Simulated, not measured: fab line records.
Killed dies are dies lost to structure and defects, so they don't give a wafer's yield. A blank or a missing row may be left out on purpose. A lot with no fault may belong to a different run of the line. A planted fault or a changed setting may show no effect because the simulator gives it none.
What tool caused it? :: flow n5_finfet :: 72 wafers from 24 lots sampled at 5 of the route's 1938 steps

WHAT THE GAUGES SHOWED, per wafer
N5_BEOL_M11_OCD_MEAS_38.
lot: L075
measured: day 10 19:06
on: ocd-01
trench_depth_nm (nm): 145 151 143

lot: L076
measured: day 11 02:57
on: ocd-02
trench_depth_nm (nm): 153 145 146

lot: L074
measured: day 11 05:34
on: ocd-02
trench_depth_nm (nm): 149 153 152

lot: L077
measured: day 11 11:31
on: ocd-02
trench_depth_nm (nm): 146 147 147

lot: L079
measured: day 12 10:47
on: ocd-02
trench_depth_nm (nm): 147 148 143

lot: L078
measured: day 12 11:11
on: ocd-02
trench_depth_nm (nm): 152 149 147

lot: L082
measured: day 12 17:47
on: ocd-02
trench_depth_nm (nm): 152 143 152

lot: L080
measured: day 12 17:58
on: ocd-01
trench_depth_nm (nm): 151 149 149

lot: L081
measured: day 12 19:49
on: ocd-01
trench_depth_nm (nm): 150 151 152

lot: L083
measured: day 13 04:49
on: ocd-01
trench_depth_nm (nm): 146 147 147

lot: L085
measured: day 13 05:12
on: ocd-02
trench_depth_nm (nm): 153 149 151

lot: L084
measured: day 13 05:17
on: ocd-01
trench_depth_nm (nm): 148 151 148

lot: L087
measured: day 14 02:05
on: ocd-02
trench_depth_nm (nm): 151 155 148

lot: L086
measured: day 14 03:02
on: ocd-01
trench_depth_nm (nm): 148 151 154

lot: L088
measured: day 14 05:03
on: ocd-02
trench_depth_nm (nm): 151 150 147

lot: L089
measured: day 14 13:04
on: ocd-02
trench_depth_nm (nm): 148 148 147

lot: L090
measured: day 14 20:50
on: ocd-01
trench_depth_nm (nm): 148 151 149

lot: L091
measured: day 14 23:04
on: ocd-02
trench_depth_nm (nm): 148 148 154

lot: L092
measured: day 15 05:00
on: ocd-02
trench_depth_nm (nm): 148 148 154

lot: L095
measured: day 15 18:42
on: ocd-02
trench_depth_nm (nm): 152 151 153

lot: L093
measured: day 16 02:08
on: ocd-01
trench_depth_nm (nm): 148 150 151

lot: L096
measured: day 16 10:31
on: ocd-01
trench_depth_nm (nm): 158 153 151

lot: L094
measured: day 16 10:50
on: ocd-02
trench_depth_nm (nm): 151 153 149

lot: L097
measured: day 16 18:07
on: ocd-02
trench_depth_nm (nm): 153 148 146

N5_BEOL_M11_THK_MEAS_53: measures by xrf.
lot: L075
measured: day 10 22:44
on: film_metro-01
M11_THK (nm): 139 146 139

lot: L076
measured: day 11 06:47
on: film_metro-01
M11_THK (nm): 143 135 138

lot: L074
measured: day 11 07:40
on: film_metro-02
M11_THK (nm): 144 147 146

lot: L077
measured: day 11 13:46
on: film_metro-01
M11_THK (nm): 140 140 139

lot: L079
measured: day 12 13:35
on: film_metro-02
M11_THK (nm): 141 142 138

lot: L078
measured: day 12 14:53
on: film_metro-02
M11_THK (nm): 144 140 139

lot: L082
measured: day 12 20:16
on: film_metro-01
M11_THK (nm): 148 136 147

lot: L080
measured: day 12 20:59
on: film_metro-02
M11_THK (nm): 141 143 143

lot: L081
measured: day 12 22:08
on: film_metro-02
M11_THK (nm): 143 146 146

lot: L083
measured: day 13 09:01
on: film_metro-02
M11_THK (nm): 139 141 139

lot: L085
measured: day 13 09:12
on: film_metro-02
M11_THK (nm): 143 142 143

lot: L084
measured: day 13 09:54
on: film_metro-02
M11_THK (nm): 141 146 141

lot: L087
measured: day 14 05:33
on: film_metro-01
M11_THK (nm): 142 146 139

lot: L086
measured: day 14 06:36
on: film_metro-01
M11_THK (nm): 140 143 146

lot: L088
measured: day 14 09:46
on: film_metro-02
M11_THK (nm): 143 146 139

lot: L089
measured: day 14 15:53
on: film_metro-01
M11_THK (nm): 140 144 140

lot: L090
measured: day 15 00:43
on: film_metro-01
M11_THK (nm): 141 145 142

lot: L091
measured: day 15 01:26
on: film_metro-01
M11_THK (nm): 138 138 143

lot: L092
measured: day 15 07:55
on: film_metro-02
M11_THK (nm): 137 139 144

lot: L095
measured: day 15 20:55
on: film_metro-02
M11_THK (nm): 144 145 146

lot: L093
measured: day 16 05:19
on: film_metro-01
M11_THK (nm): 140 142 141

lot: L096
measured: day 16 13:34
on: film_metro-02
M11_THK (nm): 150 144 142

lot: L094
measured: day 16 13:43
on: film_metro-02
M11_THK (nm): 144 146 142

lot: L097
measured: day 16 22:49
on: film_metro-01
M11_THK (nm): 145 140 138

N5_BEOL_M12_CD_MEAS_28 targets a cd of 160.2 nm.
lot: L075
measured: day 11 00:28
on: cd_sem-01
cd_nm (nm): 159.0 158.3 159.4

lot: L076
measured: day 11 08:20
on: cd_sem-01
cd_nm (nm): 159.8 159.3 159.6

lot: L074
measured: day 11 09:27
on: cd_sem-02
cd_nm (nm): 161.4 160.3 158.5

lot: L077
measured: day 11 15:26
on: cd_sem-02
cd_nm (nm): 161.1 159.8 161.4

lot: L079
measured: day 12 15:13
on: cd_sem-02
cd_nm (nm): 161.2 159.6 156.5

lot: L078
measured: day 12 17:40
on: cd_sem-01
cd_nm (nm): 158.8 160.8 161.8

lot: L082
measured: day 12 22:02
on: cd_sem-01
cd_nm (nm): 160.2 159.9 160.4

lot: L080
measured: day 12 22:41
on: cd_sem-01
cd_nm (nm): 160.6 160.3 158.4

lot: L081
measured: day 13 00:04
on: cd_sem-03
cd_nm (nm): 158.1 157.9 158.9

lot: L083
measured: day 13 10:33
on: cd_sem-02
cd_nm (nm): 158.7 160.7 159.1

lot: L085
measured: day 13 10:52
on: cd_sem-03
cd_nm (nm): 158.4 158.6 157.5

lot: L084
measured: day 13 11:50
on: cd_sem-02
cd_nm (nm): 158.4 160.2 158.0

lot: L087
measured: day 14 07:20
on: cd_sem-02
cd_nm (nm): 157.5 158.0 159.5

lot: L086
measured: day 14 08:16
on: cd_sem-03
cd_nm (nm): 156.7 159.7 154.4

lot: L088
measured: day 14 11:32
on: cd_sem-03
cd_nm (nm): 161.1 158.4 158.8

lot: L089
measured: day 14 17:32
on: cd_sem-03
cd_nm (nm): 160.4 160.1 161.9

lot: L090
measured: day 15 02:23
on: cd_sem-03
cd_nm (nm): 157.7 159.9 159.2

lot: L091
measured: day 15 02:58
on: cd_sem-03
cd_nm (nm): 159.4 161.0 159.2

lot: L092
measured: day 15 09:26
on: cd_sem-02
cd_nm (nm): 160.6 161.1 161.1

lot: L095
measured: day 15 22:35
on: cd_sem-01
cd_nm (nm): 162.9 158.4 159.4

lot: L093
measured: day 16 07:15
on: cd_sem-03
cd_nm (nm): 162.2 160.2 160.9

lot: L096
measured: day 16 15:05
on: cd_sem-03
cd_nm (nm): 161.9 159.4 160.1

lot: L094
measured: day 16 15:23
on: cd_sem-03
cd_nm (nm): 159.2 160.7 158.9

lot: L097
measured: day 17 00:23
on: cd_sem-01
cd_nm (nm): 162.5 161.9 164.2

EACH LOT AND THE TOOL THAT RAN IT (in order: tool; ch and the chambers of the sampled wafers; start)
lot: L075
N5_BEOL_M11_ETCH_62: rie_diel-03 ch 0,1,2, day 10 16:59
N5_BEOL_M11_DEGAS_44: pvd_sputter-02, day 10 20:07

lot: L076
N5_BEOL_M11_ETCH_62: rie_diel-05 ch 2,3, day 10 23:59
N5_BEOL_M11_DEGAS_44: pvd_sputter-03, day 11 03:31

lot: L074
N5_BEOL_M11_ETCH_62: rie_diel-06 ch 0,1,3, day 11 03:18
N5_BEOL_M11_DEGAS_44: pvd_sputter-03, day 11 06:13

lot: L077
N5_BEOL_M11_ETCH_62: rie_diel-06 ch 0,1,3, day 11 10:00
N5_BEOL_M11_DEGAS_44: pvd_sputter-02, day 11 12:03

lot: L079
N5_BEOL_M11_ETCH_62: rie_diel-03 ch 0,1,3, day 12 08:49
N5_BEOL_M11_DEGAS_44: pvd_sputter-03, day 12 11:35

lot: L078
N5_BEOL_M11_ETCH_62: rie_diel-05 ch 0,2,3, day 12 09:25
N5_BEOL_M11_DEGAS_44: pvd_sputter-02, day 12 12:39

lot: L082
N5_BEOL_M11_ETCH_62: rie_diel-03 ch 2,3, day 12 14:40
N5_BEOL_M11_DEGAS_44: pvd_sputter-01, day 12 18:29

lot: L080
N5_BEOL_M11_ETCH_62: rie_diel-03 ch 1,3, day 12 15:02
N5_BEOL_M11_DEGAS_44: pvd_sputter-01, day 12 18:52

lot: L081
N5_BEOL_M11_ETCH_62: rie_diel-05 ch 1,2, day 12 18:25
N5_BEOL_M11_DEGAS_44: pvd_sputter-02, day 12 20:38

lot: L083
N5_BEOL_M11_ETCH_62: rie_diel-06 ch 1,2,3, day 13 00:54
N5_BEOL_M11_DEGAS_44: pvd_sputter-01, day 13 05:38

lot: L085
N5_BEOL_M11_ETCH_62: rie_diel-06 ch 1,3, day 13 01:35
N5_BEOL_M11_DEGAS_44: pvd_sputter-01, day 13 07:46

lot: L084
N5_BEOL_M11_ETCH_62: rie_diel-06 ch 1,3, day 13 03:09
N5_BEOL_M11_DEGAS_44: pvd_sputter-03, day 13 08:04

lot: L087
N5_BEOL_M11_ETCH_62: rie_diel-03 ch 0,1,2, day 13 22:26
N5_BEOL_M11_DEGAS_44: pvd_sputter-01, day 14 04:06

lot: L086
N5_BEOL_M11_ETCH_62: rie_diel-05 ch 1,2,3, day 14 00:19
N5_BEOL_M11_DEGAS_44: pvd_sputter-03, day 14 04:53

lot: L088
N5_BEOL_M11_ETCH_62: rie_diel-06 ch 0,2,3, day 14 03:27
N5_BEOL_M11_DEGAS_44: pvd_sputter-03, day 14 07:50

lot: L089
N5_BEOL_M11_ETCH_62: rie_diel-06 ch 0,1,3, day 14 10:01
N5_BEOL_M11_DEGAS_44: pvd_sputter-03, day 14 13:58

lot: L090
N5_BEOL_M11_ETCH_62: rie_diel-05 ch 1,2,3, day 14 19:01
N5_BEOL_M11_DEGAS_44: pvd_sputter-03, day 14 23:00

lot: L091
N5_BEOL_M11_ETCH_62: rie_diel-03 ch 0,1,3, day 14 19:54
N5_BEOL_M11_DEGAS_44: pvd_sputter-03, day 14 23:50

lot: L092
N5_BEOL_M11_ETCH_62: rie_diel-06 ch 0,1,2, day 15 03:35
N5_BEOL_M11_DEGAS_44: pvd_sputter-02, day 15 05:32

lot: L095
N5_BEOL_M11_ETCH_62: rie_diel-03 ch 0,1,2, day 15 16:23
N5_BEOL_M11_DEGAS_44: pvd_sputter-02, day 15 19:16

lot: L093
N5_BEOL_M11_ETCH_62: rie_diel-03 ch 1,3, day 16 00:41
N5_BEOL_M11_DEGAS_44: pvd_sputter-02, day 16 03:04

lot: L096
N5_BEOL_M11_ETCH_62: rie_diel-06 ch 0,1,3, day 16 09:01
N5_BEOL_M11_DEGAS_44: pvd_sputter-01, day 16 12:09

lot: L094
N5_BEOL_M11_ETCH_62: rie_diel-03 ch 1,2,3, day 16 09:11
N5_BEOL_M11_DEGAS_44: pvd_sputter-02, day 16 12:13

lot: L097
N5_BEOL_M11_ETCH_62: rie_diel-06 ch 1,2,3, day 16 16:44
N5_BEOL_M11_DEGAS_44: pvd_sputter-02, day 16 18:38
- N5_BEOL_M11_ETCH_62: etches SOC in N2/H2, target depth 110 nm, overetch 22 nm, time 165 s.
- N5_BEOL_M11_DEGAS_44: time 60 s.

AS READ BY THE TOOLS THEMSELVES (means over the sampled wafers that have a number; for cases with no such wafer, the mark the record gives instead)
N5_BEOL_M11_ETCH_62.
lot: L075
tool: rie_diel-03
drypump_motor_current_A (A): 5.50
oes_product_au (a.u.): 0.62
rf_vpp_V (V): 524.8
showerhead_plenum_p_Torr (Torr): 2.56
throttle_valve_pct (%): 17.7

lot: L076
tool: rie_diel-05
drypump_motor_current_A (A): 5.56
oes_product_au (a.u.): 0.71
rf_vpp_V (V): 523.8
showerhead_plenum_p_Torr (Torr): 2.57
throttle_valve_pct (%): 17.8

lot: L074
tool: rie_diel-06
drypump_motor_current_A (A): 5.29
oes_product_au (a.u.): 0.66
rf_vpp_V (V): 525.8
showerhead_plenum_p_Torr (Torr): 2.60
throttle_valve_pct (%): 17.8

lot: L077
tool: rie_diel-06
drypump_motor_current_A (A): 5.29
oes_product_au (a.u.): 0.65
rf_vpp_V (V): 525.8
showerhead_plenum_p_Torr (Torr): 2.60
throttle_valve_pct (%): 17.8

lot: L079
tool: rie_diel-03
drypump_motor_current_A (A): 5.46
oes_product_au (a.u.): 0.68
rf_vpp_V (V): 525.6
showerhead_plenum_p_Torr (Torr): 2.59
throttle_valve_pct (%): 17.7

lot: L078
tool: rie_diel-05
drypump_motor_current_A (A): 5.35
oes_product_au (a.u.): 0.72
rf_vpp_V (V): 524.5
showerhead_plenum_p_Torr (Torr): 2.58
throttle_valve_pct (%): 17.9

lot: L082
tool: rie_diel-03
drypump_motor_current_A (A): 5.18
oes_product_au (a.u.): 0.79
rf_vpp_V (V): 524.6
showerhead_plenum_p_Torr (Torr): 2.58
throttle_valve_pct (%): 17.8

lot: L080
tool: rie_diel-03
drypump_motor_current_A (A): 5.19
oes_product_au (a.u.): 0.74
rf_vpp_V (V): 526.9
showerhead_plenum_p_Torr (Torr): 2.63
throttle_valve_pct (%): 17.8

lot: L081
tool: rie_diel-05
drypump_motor_current_A (A): 5.54
oes_product_au (a.u.): 0.74
rf_vpp_V (V): 523.7
showerhead_plenum_p_Torr (Torr): 2.52
throttle_valve_pct (%): 17.5

lot: L083
tool: rie_diel-06
drypump_motor_current_A (A): 5.57
oes_product_au (a.u.): 0.65
rf_vpp_V (V): 524.2
showerhead_plenum_p_Torr (Torr): 2.56
throttle_valve_pct (%): 18.1

lot: L085
tool: rie_diel-06
drypump_motor_current_A (A): 5.41
oes_product_au (a.u.): 0.70
rf_vpp_V (V): 524.5
showerhead_plenum_p_Torr (Torr): 2.58
throttle_valve_pct (%): 17.8

lot: L084
tool: rie_diel-06
drypump_motor_current_A (A): 5.38
oes_product_au (a.u.): 0.64
rf_vpp_V (V): 523.4
showerhead_plenum_p_Torr (Torr): 2.55
throttle_valve_pct (%): 17.9

lot: L087
tool: rie_diel-03
drypump_motor_current_A (A): 5.49
oes_product_au (a.u.): 0.67
rf_vpp_V (V): 524.3
showerhead_plenum_p_Torr (Torr): 2.55
throttle_valve_pct (%): 17.7

lot: L086
tool: rie_diel-05
drypump_motor_current_A (A): 5.49
oes_product_au (a.u.): 0.68
rf_vpp_V (V): 524.1
showerhead_plenum_p_Torr (Torr): 2.52
throttle_valve_pct (%): 17.7

lot: L088
tool: rie_diel-06
drypump_motor_current_A (A): 5.44
oes_product_au (a.u.): 0.60
rf_vpp_V (V): 524.0
showerhead_plenum_p_Torr (Torr): 2.57
throttle_valve_pct (%): 18.2

lot: L089
tool: rie_diel-06
drypump_motor_current_A (A): 5.28
oes_product_au (a.u.): 0.64
rf_vpp_V (V): 525.2
showerhead_plenum_p_Torr (Torr): 2.59
throttle_valve_pct (%): 17.9

lot: L090
tool: rie_diel-05
drypump_motor_current_A (A): 5.49
oes_product_au (a.u.): 0.68
rf_vpp_V (V): 524.2
showerhead_plenum_p_Torr (Torr): 2.52
throttle_valve_pct (%): 17.7

lot: L091
tool: rie_diel-03
drypump_motor_current_A (A): 5.46
oes_product_au (a.u.): 0.66
rf_vpp_V (V): 525.3
showerhead_plenum_p_Torr (Torr): 2.59
throttle_valve_pct (%): 17.7

lot: L092
tool: rie_diel-06
drypump_motor_current_A (A): 5.48
oes_product_au (a.u.): 0.64
rf_vpp_V (V): 525.4
showerhead_plenum_p_Torr (Torr): 2.59
throttle_valve_pct (%): 18.0

lot: L095
tool: rie_diel-03
drypump_motor_current_A (A): 5.49
oes_product_au (a.u.): 0.66
rf_vpp_V (V): 524.4
showerhead_plenum_p_Torr (Torr): 2.54
throttle_valve_pct (%): 17.7

lot: L093
tool: rie_diel-03
drypump_motor_current_A (A): 5.24
oes_product_au (a.u.): 0.67
rf_vpp_V (V): 526.2
showerhead_plenum_p_Torr (Torr): 2.64
throttle_valve_pct (%): 17.7

lot: L096
tool: rie_diel-06
drypump_motor_current_A (A): 5.28
oes_product_au (a.u.): 0.63
rf_vpp_V (V): 525.2
showerhead_plenum_p_Torr (Torr): 2.59
throttle_valve_pct (%): 17.9

lot: L094
tool: rie_diel-03
drypump_motor_current_A (A): 5.22
oes_product_au (a.u.): 0.70
rf_vpp_V (V): 525.5
showerhead_plenum_p_Torr (Torr): 2.58
throttle_valve_pct (%): 17.8

lot: L097
tool: rie_diel-06
drypump_motor_current_A (A): 5.56
oes_product_au (a.u.): 0.63
rf_vpp_V (V): 524.0
showerhead_plenum_p_Torr (Torr): 2.55
throttle_valve_pct (%): 18.1

N5_BEOL_M11_DEGAS_44.
lot: L075
tool: pvd_sputter-02
heater_power_w (W): 358

lot: L076
tool: pvd_sputter-03
heater_power_w (W): 344

lot: L074
tool: pvd_sputter-03
heater_power_w (W): 321

lot: L077
tool: pvd_sputter-02
heater_power_w (W): 352

lot: L079
tool: pvd_sputter-03
heater_power_w (W): 326

lot: L078
tool: pvd_sputter-02
heater_power_w (W): 345

lot: L082
tool: pvd_sputter-01
heater_power_w (W): 315

lot: L080
tool: pvd_sputter-01
heater_power_w (W): 330

lot: L081
tool: pvd_sputter-02
heater_power_w (W): 388

lot: L083
tool: pvd_sputter-01
heater_power_w (W): 342

lot: L085
tool: pvd_sputter-01
heater_power_w (W): 330

lot: L084
tool: pvd_sputter-03
heater_power_w (W): 329

lot: L087
tool: pvd_sputter-01
heater_power_w (W): 323

lot: L086
tool: pvd_sputter-03
heater_power_w (W): 347

lot: L088
tool: pvd_sputter-03
heater_power_w (W): 318

lot: L089
tool: pvd_sputter-03
heater_power_w (W): 346

lot: L090
tool: pvd_sputter-03
heater_power_w (W): 329

lot: L091
tool: pvd_sputter-03
heater_power_w (W): 323

lot: L092
tool: pvd_sputter-02
heater_power_w (W): 353

lot: L095
tool: pvd_sputter-02
heater_power_w (W): 365

lot: L093
tool: pvd_sputter-02
heater_power_w (W): 349

lot: L096
tool: pvd_sputter-01
heater_power_w (W): 333

lot: L094
tool: pvd_sputter-02
heater_power_w (W): 355

lot: L097
tool: pvd_sputter-02
heater_power_w (W): 386

THE ANSWER, worked out from the rows above alone
Rule: what is usual is taken from the lots themselves. The widest of any qualifying gaps counts: lots, ordered by their means at a reading, are off when they make up no more than a third of the lots, leave a main group of 4 or more, and stand apart from it by 3 or more times the standard deviation of that group's means. The tables above print the reading to a certain number of digits; a main group whose means all agree to those digits is not used. Also off: a lot with no number at a reading for which 4 or more lots have one. Any other lot the step has rows for is counted as sound. After the gauges, taken in route order, come the tools' own readings; for these a lot's mean is taken, as printed above. At the first step where some lot is off, the reading lying furthest off is the one used; lots without a number count as furthest.
No lot is off on any of the readings shown, so nothing can be concluded from this.

WHAT HAD BEEN PUT IN BY THE SIMULATOR
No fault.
